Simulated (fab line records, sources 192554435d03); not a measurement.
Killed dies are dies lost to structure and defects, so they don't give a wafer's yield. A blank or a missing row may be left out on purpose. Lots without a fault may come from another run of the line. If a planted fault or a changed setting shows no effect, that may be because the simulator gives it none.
Split-lot experiment -- flow n5_finfet -- on a route of 1938 steps: 7 lots, 21 wafers read

ON THE SPLIT
At N5_SD_EPI_P_COAT_03 (resist thk 150 nm), the setting spin_rpm was moved away from the recipe's 1500 rpm on 8 of the 21 wafers read, by -5.4% to +6.6%. All remaining wafers had this setting at the recipe value.

FROM THE SPLIT TO THE READING: what the file shows between them, 2 steps
- N5_SD_EPI_P_EBR_05
- N5_SD_EPI_P_SOFTBAKE_04: time 60 s

THE READING
CAR-ArF-block_of_SD_EPI_P_COAT_03.thk_nm (the simulator's own value, which no gauge read), in nm, at N5_SD_EPI_P_DESCUM_14 (chemistry O2, time 7.9 s). No usual value for it is given in the file. The 13 wafers here that ran the recipe average 143.6 nm, standard deviation 0.41 nm.

wafer,"tool, chamber at the split","spin_rpm as run, rpm",against the recipe,"CAR-ArF-block_of_SD_EPI_P_COAT_03.thk_nm, nm",against lot-mates on the recipe
L076.2,"litho_track-02, 0",1419,-5.4%,147.6,+4.6
L076.5,"litho_track-02, 0",1419,-5.4%,147.2,+4.2
L076.6,"litho_track-02, 0",1500,recipe,143,-
L079.1,"litho_track-05, 0",1421,-5.3%,147.8,+3.8
L079.2,"litho_track-05, 0",1500,recipe,144,-
L079.3,"litho_track-05, 0",1421,-5.3%,148.2,+4.2
L080.1,"litho_track-02, 0",1565,+4.3%,140,-3.4
L080.6,"litho_track-02, 0",1565,+4.3%,140,-3.4
L080.3,"litho_track-02, 0",1500,recipe,143.4,-
L083.4,"litho_track-05, 0",1500,recipe,143.2,-
L083.5,"litho_track-05, 0",1500,recipe,143,-
L083.6,"litho_track-05, 0",1500,recipe,143.6,-
L086.2,"litho_track-05, 0",1500,recipe,143.8,-
L086.3,"litho_track-05, 0",1500,recipe,144.4,-
L086.4,"litho_track-05, 0",1500,recipe,143.4,-
L091.1,"litho_track-03, 0",1599,+6.6%,139,-4.6
L091.2,"litho_track-03, 0",1599,+6.6%,139,-4.6
L091.3,"litho_track-03, 0",1500,recipe,143.6,-
L092.3,"litho_track-05, 0",1500,recipe,144,-
L092.5,"litho_track-05, 0",1500,recipe,144,-
L092.4,"litho_track-05, 0",1500,recipe,143.4,-

THE FIT
A straight line over all 21 wafers: CAR-ArF-block_of_SD_EPI_P_COAT_03.thk_nm changes by -0.752 nm for each +1% of spin_rpm; r = -0.99; the points scatter about the line by 0.42 nm.
The same after taking each lot's own level away (the mean of its wafers on the recipe; 21 wafers): -0.754 nm for each +1%; r = -0.99; scatter 0.29 nm.
Per that fit: largest spin_rpm move, reading shift of 5 nm.
Measured against the standard deviation above, the lots' own levels, which go from 143.00 to 144.00 nm, span 2.5 times it.
So the lot-to-lot level changes the slope little: the two slopes agree.
Check: for one of the wafers moved furthest among these (+6.6%), held out of the fit, the line's prediction against its lot-mates is -5.02 nm. Against them it came out at -4.6 nm.

THE WHOLE CHAIN: every reading that the file lists as answering this split, in the file's order
step,what it does,reading,change (the file's fit),r (the file's)
N5_SD_EPI_P_COAT_03,resist thk 150 nm,"CAR-ArF-block_of_SD_EPI_P_COAT_03.thk_nm (the simulator's own value, which no gauge read)",-0.76 nm for each +1% of the setting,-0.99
N5_SD_EPI_P_DESCUM_14,"chemistry O2, time 7.9 s","CAR-ArF-block_of_SD_EPI_P_COAT_03.thk_nm (the simulator's own value, which no gauge read)",-0.754 nm for each +1% of the setting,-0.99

THE FILE'S OWN FIT
CAR-ArF-block_of_SD_EPI_P_COAT_03.thk_nm changes by -0.754 nm for each +1% of spin_rpm, r = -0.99.
